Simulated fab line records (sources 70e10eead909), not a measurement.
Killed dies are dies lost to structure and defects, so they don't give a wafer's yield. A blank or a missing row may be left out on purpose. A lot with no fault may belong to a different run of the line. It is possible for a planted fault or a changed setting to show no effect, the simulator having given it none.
A struck lot beside a sound one + flow nand harc + 20 steps out of a route of 1159
Sound: these wafers, L259.2, L259.5, L259.6. Wafers struck: L261.2, L261.5, L261.6. The cause is named last.
Per side, at each step with rows, come the tool, then ch with its chambers, and then its first start. Under that, the readings that differ: sound wafers + struck wafers + difference of the means + sigmas: that difference in standard deviations of wafers without a fault.
alike: readings with means less than 2 such deviations apart, plus words and numbers identical on both sides. not compared: withheld readings, readings lacking a value on some wafer, bounds such as >300 that could conceal the same value, and numbers that have no deviation in the record and whose values overlap.
Wherever a step has rows on one side only, a row that says differs or no value, or a row with sigmas, the two part there. Numbers that don't overlap but have no deviation are shown without sigmas and don't part them. Lack of a reading on every wafer of one side parts them only where that side has two or more wafers.

first, 2 steps without rows for these wafers: NHARC_A_STAIRCASE_HARDBAKE_442 (time 140 s); NHARC_A_STAIRCASE_DESCUM_443 (chemistry O2, time 3 s).
NHARC_A_STAIRCASE_ETCH_444: etches the open film in C4F8/O2, target depth 10200 nm, time 3400 s.
  sound on rie diel-13 ch 0,1,3, day 15 16:28; struck on rie diel-02 ch 1,2,3, day 16 21:14
| reading               | sound             | struck            | difference | sigmas |
|-----------------------|-------------------|-------------------|------------|--------|
| oes product au (a.u.) | 0.922 0.912 0.909 | 0.944 0.957 0.955 | +0.038     | +2     |
  alike: rf fwd power W, rf vpp V
  not compared: rf hours counter h
then, 7 steps without rows for these wafers: NHARC_A_STAIRCASE_STRIP_446 (strips in O2); NHARC_A_STAIRCASE_STRIP_447 (strips in SPM, time 900 s); NHARC_A_STAIRCASE_PRECLEAN_448 (cleans in SC1); NHARC_A_STAIRCASE_SRD_449; NHARC_A_STAIRCASE_CMP_450 (polishes SiO2, target thk 200 nm); NHARC_A_STAIRCASE_CMP_152 (polishes); NHARC_A_STAIRCASE_SRD_154.
NHARC_A_STAIRCASE_ETCH_403: etches SiO2 in dHF, target depth 108.2 nm.
  sound on wet bench-07 ch 2,4,5, day 15 20:23; struck on wet bench-04 ch 1,3,5, day 16 23:57
NHARC_A_STAIRCASE_ETCHBACK_422: etches the open film in CH3F/O2, target depth 40 nm, time 74.286 s.
  sound on rie diel-02 ch 0,1,2, day 15 20:35; struck on rie diel-02 ch 2,3, day 17 00:10
  alike: drypump motor current A, oes product au, rf fwd power W, rf vpp V, showerhead plenum p Torr, throttle valve pct
  not compared: rf hours counter h
then, 1 step without rows for these wafers: NHARC_A_STAIRCASE_ETCH_423 (etches SiO2 in dHF, target depth 30 nm).
NHARC_A_STAIRCASE_ETCHBACK_157: etches the open film in CH3F/O2, target depth 90 nm, time 167.14 s.
  sound on rie diel-02 ch 0,2,3, day 15 20:58; struck on rie diel-05 ch 1,2,3, day 17 00:35
  alike: drypump motor current A, oes product au, rf fwd power W, rf vpp V, showerhead plenum p Torr, throttle valve pct
  not compared: rf hours counter h
then, 1 step without rows for these wafers: NHARC_A_STAIRCASE_STRIP_475 (strips in O2, time 20 s).
NHARC_A_STAIRCASE_DEP_471: deposits SiO2, target thk 100 nm.
  sound on pecvd-02 ch 1,2, day 15 21:15; struck on pecvd-01 ch 0,2, day 17 00:53
  alike: heater power w, rf fwd power W, throttle valve pct
NHARC_A_STAIRCASE_CMP_472: polishes SiO2.
  sound on cmp-01 ch 2,3, day 15 21:28; struck on cmp-01 ch 0,1, day 17 01:06
  alike: motor current A
following that, these wafers have no rows for 1 step: NHARC_A_STAIRCASE_SRD_474.
NHARC_A_STAIRCASE_INSPECT_155:
  struck on defect inspect-02, day 17 01:27; sound on defect inspect-01, day 15 21:49
  alike: raw defect count
-- record jumps: 5 days between struck wafers' starts before vs after; left off in module A_STAIRCASE, resumes in module END, first step shown is number 1159 of the route --
NHARC_END_SORT_01:
  the record has rows for the struck wafers here (prober-02 ch 0, day 22 09:04) and none for the sound ones

WHERE THEY PART
Earliest at NHARC_A_STAIRCASE_ETCH_444; latest, in this record, at NHARC_END_SORT_01.

WHY: what the simulator had put in
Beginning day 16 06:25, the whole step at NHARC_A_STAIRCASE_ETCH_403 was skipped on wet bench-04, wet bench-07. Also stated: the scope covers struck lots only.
